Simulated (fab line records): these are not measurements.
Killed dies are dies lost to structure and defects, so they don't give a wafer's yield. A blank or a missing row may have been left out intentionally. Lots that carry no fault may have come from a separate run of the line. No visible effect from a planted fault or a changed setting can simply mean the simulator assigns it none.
Matching of chambers / flow n5 finfet / pecvd-02 running N5_BEOL_M6_DEP_56: 3 sister chambers
The step deposits SiCN from 3MS/NH3, target thk 10 nm, time 17.5 s. 22 wafers are shown with their chamber, then 11 later ones without.

WAFERS PAIRED WITH THEIR CHAMBERS
wafer=L075.2; chamber=1; throttle valve pct (%)=9.4; showerhead plenum p Torr (Torr)=3.661; chamber pressure Torr (Torr)=3.004
wafer=L075.4; chamber=1; throttle valve pct (%)=8.9; showerhead plenum p Torr (Torr)=3.651; chamber pressure Torr (Torr)=3.000
wafer=L075.5; chamber=1; throttle valve pct (%)=9.2; showerhead plenum p Torr (Torr)=3.660; chamber pressure Torr (Torr)=3.007
wafer=L078.1; chamber=1; throttle valve pct (%)=9.0; showerhead plenum p Torr (Torr)=3.652; chamber pressure Torr (Torr)=3.006
wafer=L078.4; chamber=1; throttle valve pct (%)=9.0; showerhead plenum p Torr (Torr)=3.661; chamber pressure Torr (Torr)=2.995
wafer=L078.5; chamber=1; throttle valve pct (%)=9.0; showerhead plenum p Torr (Torr)=3.667; chamber pressure Torr (Torr)=2.994
wafer=L081.2; chamber=2; throttle valve pct (%)=8.4; showerhead plenum p Torr (Torr)=3.659; chamber pressure Torr (Torr)=3.000
wafer=L081.3; chamber=1; throttle valve pct (%)=9.0; showerhead plenum p Torr (Torr)=3.658; chamber pressure Torr (Torr)=3.007
wafer=L081.4; chamber=0; throttle valve pct (%)=9.8; showerhead plenum p Torr (Torr)=3.687; chamber pressure Torr (Torr)=3.002
wafer=L082.3; chamber=2; throttle valve pct (%)=8.3; showerhead plenum p Torr (Torr)=3.654; chamber pressure Torr (Torr)=3.008
wafer=L082.5; chamber=2; throttle valve pct (%)=8.4; showerhead plenum p Torr (Torr)=3.648; chamber pressure Torr (Torr)=2.997
wafer=L082.6; chamber=0; throttle valve pct (%)=9.7; showerhead plenum p Torr (Torr)=3.672; chamber pressure Torr (Torr)=3.015
wafer=L084.3; chamber=2; throttle valve pct (%)=8.5; showerhead plenum p Torr (Torr)=3.652; chamber pressure Torr (Torr)=3.007
wafer=L084.5; chamber=2; throttle valve pct (%)=8.2; showerhead plenum p Torr (Torr)=3.660; chamber pressure Torr (Torr)=3.002
wafer=L084.6; chamber=1; throttle valve pct (%)=9.0; showerhead plenum p Torr (Torr)=3.655; chamber pressure Torr (Torr)=3.004
wafer=L085.3; chamber=2; throttle valve pct (%)=8.3; showerhead plenum p Torr (Torr)=3.662; chamber pressure Torr (Torr)=3.009
wafer=L085.4; chamber=2; throttle valve pct (%)=8.4; showerhead plenum p Torr (Torr)=3.650; chamber pressure Torr (Torr)=3.005
wafer=L085.6; chamber=1; throttle valve pct (%)=9.3; showerhead plenum p Torr (Torr)=3.649; chamber pressure Torr (Torr)=2.996
wafer=L088.1; chamber=2; throttle valve pct (%)=8.6; showerhead plenum p Torr (Torr)=3.657; chamber pressure Torr (Torr)=2.997
wafer=L088.3; chamber=0; throttle valve pct (%)=9.6; showerhead plenum p Torr (Torr)=3.680; chamber pressure Torr (Torr)=2.997
wafer=L088.6; chamber=1; throttle valve pct (%)=9.4; showerhead plenum p Torr (Torr)=3.658; chamber pressure Torr (Torr)=3.000
wafer=L091.2; chamber=1; throttle valve pct (%)=8.9; showerhead plenum p Torr (Torr)=3.655; chamber pressure Torr (Torr)=3.002

SIGNATURES (averages over the wafers above)
reading=throttle valve pct; chamber 0=9.700; chamber 1=9.100; chamber 2=8.387; scatter within a chamber=0.16
reading=showerhead plenum p Torr; chamber 0=3.67967; chamber 1=3.65700; chamber 2=3.65525; scatter within a chamber=0.00546
reading=chamber pressure Torr; chamber 0=3.00467; chamber 1=3.00136; chamber 2=3.00312; scatter within a chamber=0.00544
Rule: a wafer lies at a distance from a chamber equal to the root of the sum of squares, over the readings, of (its reading less the chamber's mean, divided by the reading's scatter). The wafer belongs to the nearest chamber; if the next one is less than 2 further off, it can't be placed. The scatter: the root of (the sum of the squares of (reading less its chamber's mean) over the shown wafers, divided by (wafers less chambers)).

WAFERS WITH NO CHAMBER GIVEN
wafer=L091.4; throttle valve pct (%)=9.1; showerhead plenum p Torr (Torr)=3.667; chamber pressure Torr (Torr)=2.999
wafer=L091.6; throttle valve pct (%)=9.9; showerhead plenum p Torr (Torr)=3.679; chamber pressure Torr (Torr)=3.009
wafer=L095.2; throttle valve pct (%)=8.3; showerhead plenum p Torr (Torr)=3.655; chamber pressure Torr (Torr)=3.001
wafer=L095.3; throttle valve pct (%)=9.3; showerhead plenum p Torr (Torr)=3.655; chamber pressure Torr (Torr)=3.003
wafer=L095.6; throttle valve pct (%)=9.8; showerhead plenum p Torr (Torr)=3.674; chamber pressure Torr (Torr)=3.002
wafer=L096.1; throttle valve pct (%)=8.5; showerhead plenum p Torr (Torr)=3.654; chamber pressure Torr (Torr)=3.002
wafer=L096.2; throttle valve pct (%)=9.6; showerhead plenum p Torr (Torr)=3.685; chamber pressure Torr (Torr)=2.998
wafer=L096.4; throttle valve pct (%)=8.3; showerhead plenum p Torr (Torr)=3.655; chamber pressure Torr (Torr)=2.998
wafer=L093.1; throttle valve pct (%)=9.1; showerhead plenum p Torr (Torr)=3.650; chamber pressure Torr (Torr)=3.011
wafer=L093.2; throttle valve pct (%)=8.5; showerhead plenum p Torr (Torr)=3.658; chamber pressure Torr (Torr)=3.011
wafer=L093.6; throttle valve pct (%)=9.2; showerhead plenum p Torr (Torr)=3.662; chamber pressure Torr (Torr)=3.016

WHICH CHAMBER EACH ONE RAN IN
wafer=L091.4; from the rows above=1; in truth=1
wafer=L091.6; from the rows above=0; in truth=0
wafer=L095.2; from the rows above=2; in truth=2
wafer=L095.3; from the rows above=1; in truth=1
wafer=L095.6; from the rows above=0; in truth=0
wafer=L096.1; from the rows above=2; in truth=2
wafer=L096.2; from the rows above=0; in truth=0
wafer=L096.4; from the rows above=2; in truth=2
wafer=L093.1; from the rows above=1; in truth=1
wafer=L093.2; from the rows above=2; in truth=2
wafer=L093.6; from the rows above=1; in truth=1
Correct placement for 11 of the 11. Not placeable from these rows: 0. Number placed wrongly: 0.
